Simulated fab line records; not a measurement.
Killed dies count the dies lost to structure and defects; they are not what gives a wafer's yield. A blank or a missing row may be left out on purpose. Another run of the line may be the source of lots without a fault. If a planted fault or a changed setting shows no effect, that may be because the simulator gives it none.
fab line records | flow nand_harc
record: lots: 13 wafers: 37 last_day: 35
route steps=1302 shown A_CHANNEL_HOLE_D1@473 A_CHANNEL_FILL_D1@492
lots with no fault: from the same line, run without faults
start_h: the number of hours between the record's first day and the start of the first shown wafer of the lot | wait_h: time in hours since the lot's previous step | " identical to the entry in the row above | L1.1+2: a row that stands for several wafers | - no value, or no start given | * or withheld: withheld | < > ~ a bound
route shown NAME@n: NAME is a module with steps in the file, n the number in the route of the first one | usual: average and standard deviation across the fault-free wafers | same: alike in all rows | chamber/n: place in a boat | sites: per-site readings | _std_site: the standard deviation of these | _edge_site: the outer-site mean with the inner-site mean subtracted | radius_mm: for every site, how far away it sits from the centre of the wafer | mask NAME#n: copy n | behind: tool/chamber where the wafer was last shaped | hold: reason for holding the lot/hours on hold/outcome of the hold | device: the transistor (n, p or np) that didn't switch | end of line: at the end of the route, the tests of the same wafers | a step given without rows: its recipe and nothing more | killed: not the wafer's yield, but the dies lost to structure and defects at the first sort | map: dies across one wafer; x = killed, . = not, _ = none there
set.NAME: the setting that was run; set.NAME@STEP: the one run at that earlier step | model.NAME: the simulator's own value behind a step, which no gauge read
a sample of lots followed through the steps of the route, with each step as a table and each wafer as a row
services: from which hour (start_h, from the record's first day; less than 0 if before it) a tool's chamber was out of use, for how many hours, and why
== steps ==
step: NHARC_A_CHANNEL_HOLE_D1_ETCH_21
recipe: bias_v: 3000 source_w: withheld pressure_mtorr: 20 time_s: 514.3 ar_flow_sccm: 375 c4f8_flow_sccm: 89.3 o2_flow_sccm: 35.7 temp_c: -20 target_depth_a: 16000 chemistry: C4F8/O2/Ar
usual: drypump_motor_current_A: 5.82/0.18 he_backside_leak_sccm: 6.6/0.9 showerhead_plenum_p_Torr: 3.64/0.12 throttle_valve_pct: 32.154/0.0095
columns lot.wafer tool chamber start_h wait_h drypump_motor_current_A he_backside_leak_sccm rf_hours_counter_h showerhead_plenum_p_Torr throttle_valve_pct
L908.2 har_etch-01 1 184.16 0.3 5.85 5.8 88 3.69 32.158
L908.3 " 1 " " 5.84 5.8 - 3.69 32.158
L908.5 " 1 " " 5.84 5.8 - 3.69 32.144
L909.1 har_etch-02 0 192.82 0.3 5.73 6.8 295 3.57 32.156
L909.4 " 1 " " 6.10 7.5 - 3.51 32.167
L909.3 " 0 " " 5.72 6.9 - 3.57 32.148
L910.2 har_etch-01 0 196.61 0.3 5.65 6.3 100 3.73 32.161
L910.4 " 1 " " 5.85 5.9 - 3.68 32.166
L910.5 " 0 " " 5.66 6.5 - 3.73 32.153
L911.1 har_etch-01 1 207.43 0.3 5.84 5.8 104 3.68 32.142
L911.6 " 0 " " 5.65 6.6 - 3.72 32.185
L911.5 " 1 " " 5.86 5.9 - 3.68 32.139
L912.1 har_etch-02 0 280.72 0.3 5.71 7.4 329 3.56 32.149
L912.3 " 1 " " 6.15 7.1 - 3.49 32.139
L912.5 " 0 " " 5.71 7.3 - 3.55 32.169
L916.2 har_etch-02 1 284.89 0.3 6.18 7.4 349 3.49 32.151
L916.3 " 1 " " 6.18 7.3 - 3.49 32.156
L916.6 " 1 " " 6.20 7.4 - 3.49 32.148
L914.4 har_etch-02 0 294.01 0.7 5.71 7.1 - 3.55 32.143
L914.5 " 0 " " 5.75 7.3 - 3.55 32.171
L913.1 har_etch-01 1 300.66 0.3 5.83 6.4 153 3.66 32.152
L913.3 " 1 " " 5.83 6.5 - 3.66 32.158
L921.1 har_etch-01 0 324.95 0.3 5.66 6.4 176 3.69 32.169
L921.2 " 1 " " 5.84 6.3 176 3.64 32.172
L921.5 " 1 " " 5.84 6.6 - 3.64 32.162
L922.4 har_etch-02 0 331.47 0.3 5.73 7.5 - 3.53 32.148
L922.3 " 1 " " 6.13 4.9 - 3.48 32.155
L922.5 " 1 " " 6.14 4.9 - 3.48 32.146
L925.1 har_etch-02 1 339.84 0.3 6.19 4.6 372 3.48 32.142
L925.6 " 0 " " 5.75 7.3 - 3.53 32.155
L925.5 " 1 " " 6.17 4.7 - 3.48 32.152
L930.3 har_etch-01 1 407.60 0.3 5.85 6.4 - 3.62 32.147
L930.6 " 0 " " 5.64 7.1 - 3.66 32.139
L930.5 " 1 " " 5.84 6.5 - 3.62 32.156
L931.2 har_etch-02 1 433.08 0.3 6.18 4.6 16 3.92 32.164
L931.3 " 0 " " 5.75 5.7 - 3.92 32.162
L931.6 " 0 " " 5.74 6.0 - 3.92 32.160
step: NHARC_A_CHANNEL_HOLE_D1_INSPECT_40
usual: raw_defect_count: 70/25
columns lot.wafer tool chamber start_h wait_h raw_defect_count
L908.2 defect_inspect-02 - 189.52 - 39
L908.3 " - " " 28
L908.5 " - " " 55
L909.1 defect_inspect-01 - 198.18 - 77
L909.3 " - " " 70
L909.4 " - " " 91
L910.2 defect_inspect-01 - 202.07 - 29
L910.4 " - " " 26
L910.5 " - " " 27
L911.1 defect_inspect-02 - 212.65 - 44
L911.5 " - " " 38
L911.6 " - " " 46
L912.1 defect_inspect-01 - 286.03 - 89
L912.3 " - " " 104
L912.5 " - " " 74
L916.2 defect_inspect-01 - 290.65 - 92
L916.3 " - " " 74
L916.6 " - " " 117
L914.4 defect_inspect-02 - 302.60 - 83
L914.5 " - " " 94
L913.1 defect_inspect-01 - 305.95 - 83
L913.3 " - " " 52
L921.1 defect_inspect-01 - 330.23 - 48
L921.2 " - " " 49
L921.5 " - " " 71
L922.3 defect_inspect-02 - 336.59 - 98
L922.4 " - " " 123
L922.5 " - " " 128
L925.1 defect_inspect-02 - 345.42 - 108
L925.5 " - " " 66
L925.6 " - " " 97
L930.3 defect_inspect-01 - 412.65 - 116
L930.5 " - " " 98
L930.6 " - " " 104
L931.2 defect_inspect-02 - 438.31 - 53
L931.3 " - " " 52
L931.6 " - " " 50
step: NHARC_A_CHANNEL_FILL_D1_ALD_02
recipe: target_thk_a: 60 pulse_time_s: 10 ald_cycles: 60 temp_c: 300 material: SiO2
usual: ald_cycles: 60/0 heater_power_w: 481/55 precursor_pulse_height_rel: 0.997/0.02
columns lot.wafer tool chamber start_h wait_h ald_cycles heater_power_w precursor_pulse_height_rel
L908.2 ald_hk-02 2 189.78 - 60 494 1.006
L908.3 " 3 " " 60 479 1.009
L908.5 " 2 " " 60 493 1.032
L909.3 ald_hk-03 0 198.37 - 60 516 0.983
L909.4 " 2 " " 60 484 1.009
L909.1 " 3 " " 60 560 1.026
L910.4 ald_hk-03 1 202.45 0.2 60 502 0.992
L910.2 " 3 " " 60 562 0.972
L910.5 " 0 " " 60 514 0.986
L911.1 ald_hk-04 0 212.99 - 60 498 1.014
L911.6 " 2 " " 60 461 1.007
L911.5 " 3 " " 60 410 0.993
L912.3 ald_hk-03 3 286.36 - 60 590 0.997
L912.1 " 0 " " 60 520 1.023
L912.5 " 1 " " 60 462 0.994
L916.3 ald_hk-02 1 290.84 - 60 494 0.989
L916.2 " 2 " " 60 503 0.988
L916.6 " 1 " " 60 488 1.009
L914.4 ald_hk-03 2 303.01 - 60 490 0.960
L914.5 " 3 " " 47 610 1.002
L913.1 ald_hk-03 2 306.14 - 47 519 1.004
L913.3 " 3 " " 60 609 1.014
L921.2 ald_hk-02 1 330.63 - 60 487 1.018
L921.1 " 3 " " 60 468 0.966
L921.5 " 1 " " 60 491 1.006
L922.4 ald_hk-04 0 336.86 - 60 461 0.966
L922.3 " 2 " " 60 453 1.000
L922.5 " 3 " " 60 384 1.010
L925.1 ald_hk-02 0 345.61 - 60 398 0.980
L925.5 " 0 " " 60 399 0.967
L925.6 " 1 " " 60 502 1.000
L930.3 ald_hk-04 0 412.92 - 60 484 0.986
L930.6 " 3 " " 60 394 0.997
L930.5 " 0 " " 60 469 0.975
L931.3 ald_hk-03 2 438.58 - 60 527 1.010
L931.2 " 0 " " 60 539 0.990
L931.6 " 1 " " 60 492 0.990
step: NHARC_A_CHANNEL_FILL_D1_ALD_15
recipe: target_thk_a: 20 pulse_time_s: 60 ald_cycles: 19 temp_c: 630 pressure_torr: 2 material: SiNx
usual: ald_cycles: 19/0 precursor_pulse_height_rel: 1.000/0.021
columns lot.wafer tool chamber start_h wait_h ald_cycles precursor_pulse_height_rel
L908.2 ald_sin_batch-01 0 - - 19 1.023
L908.3 " 0 " " 19 0.966
L908.5 " 0 " " 19 0.991
L909.1 ald_sin_batch-03 0 - - 19 1.007
L909.3 " 0 " " 19 1.019
L909.4 " 0 " " 19 1.040
L910.2 ald_sin_batch-02 0 - - 19 0.997
L910.4 " 0 " " 19 1.013
L910.5 " 0 " " 19 1.002
L911.1 ald_sin_batch-01 0 - - 19 1.000
L911.5 " 0 " " 19 1.030
L911.6 " 0 " " 19 1.000
L912.1 ald_sin_batch-03 0 - - 19 0.991
L912.3 " 0 " " 19 0.984
L912.5 " 0 " " 19 0.995
L916.2 ald_sin_batch-01 0 - - 19 0.994
L916.3 " 0 " " 19 1.003
L916.6 " 0 " " 19 1.007
L914.4 ald_sin_batch-01 0 - - 19 0.982
L914.5 " 0 " " 19 0.976
L913.1 ald_sin_batch-01 0 - - 19 0.992
L913.3 " 0 " " 19 1.005
L921.1 ald_sin_batch-02 0 - - 19 1.042
L921.2 " 0 " " 19 1.006
L921.5 " 0 " " 19 0.966
L922.3 ald_sin_batch-01 0 - - 19 1.003
L922.4 " 0 " " 19 1.018
L922.5 " 0 " " 19 1.024
L925.1 ald_sin_batch-02 0 - - 19 1.043
L925.5 " 0 " " 19 1.008
L925.6 " 0 " " 19 1.003
L930.3 ald_sin_batch-03 0 - - 19 1.026
L930.5 " 0 " " 19 0.971
L930.6 " 0 " " 19 0.972
L931.2 ald_sin_batch-01 0 448.88 3.2 19 0.990
L931.3 " 0 " " 19 1.023
L931.6 " 0 " " 19 0.996
== services ==
columns tool chamber start_h hours kind
ald_hk-02 - 171.07 10.0 pm
ald_hk-03 - 214.56 10.0 pm
ald_hk-03 0 214.56 10.0 vent_cycle
ald_hk-03 1 214.56 10.0 vent_cycle
ald_hk-03 2 214.56 10.0 vent_cycle
ald_hk-03 3 214.56 10.0 vent_cycle
ald_hk-03 0 224.56 - clean
ald_hk-03 1 224.56 - clean
ald_sin_batch-02 - 266.73 26.0 pm
har_etch-02 1 292.70 - consumable_replace:esc
har_etch-02 1 292.70 17.0 scheduled_down
har_etch-02 1 292.70 17.0 vent_cycle
ald_hk-03 - 365.91 0.6 repair
har_etch-02 - 379.02 17.0 pm
har_etch-02 0 379.02 17.0 vent_cycle
har_etch-02 1 379.02 17.0 vent_cycle
ald_hk-03 - 392.56 10.0 pm
har_etch-02 0 396.02 - clean
har_etch-02 0 396.02 - consumable_replace:focus_ring
har_etch-02 0 396.02 - consumable_replace:showerhead
har_etch-02 1 396.02 - clean
har_etch-02 1 396.02 - consumable_replace:focus_ring
har_etch-02 1 396.02 - consumable_replace:showerhead
ald_hk-04 - 432.49 10.0 pm
== key ==
first_sign: step: NHARC_A_CHANNEL_FILL_D1_ALD_02 reading: ald_cycles direction: down sigmas: 99+ usual: 60 struck: 47
effect none on later readings
met_at NHARC_A_CHANNEL_FILL_D1_ALD_02
struck_lots L913,L914
struck_wafers L913.1,L914.5
tester_left_out L913,L914
not_acting_at NHARC_A_CHANNEL_HOLE_D1_ETCH_21,NHARC_A_CHANNEL_HOLE_D1_INSPECT_40,NHARC_A_CHANNEL_FILL_D1_ALD_15
onset_between 286.36 303.01
fault: kind: process_parameter_drift tool: ald_hk-03 chamber: - onset_h: 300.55 steps: NHARC_A_CHANNEL_FILL_D1_ALD_02 channel: ald_cycles offset: -13 shape: step end_h: 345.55 scope: struck_wafers_only acts_in: these_recipes_only stated: 60
tester_left_out: of these lots the tester's yield and bins aren't shown, on N5 and GAA mostly nor the transistor test; their killed dies are dies lost to structure and defects alone, not to doping, threshold or leakage, so they don't give the yield
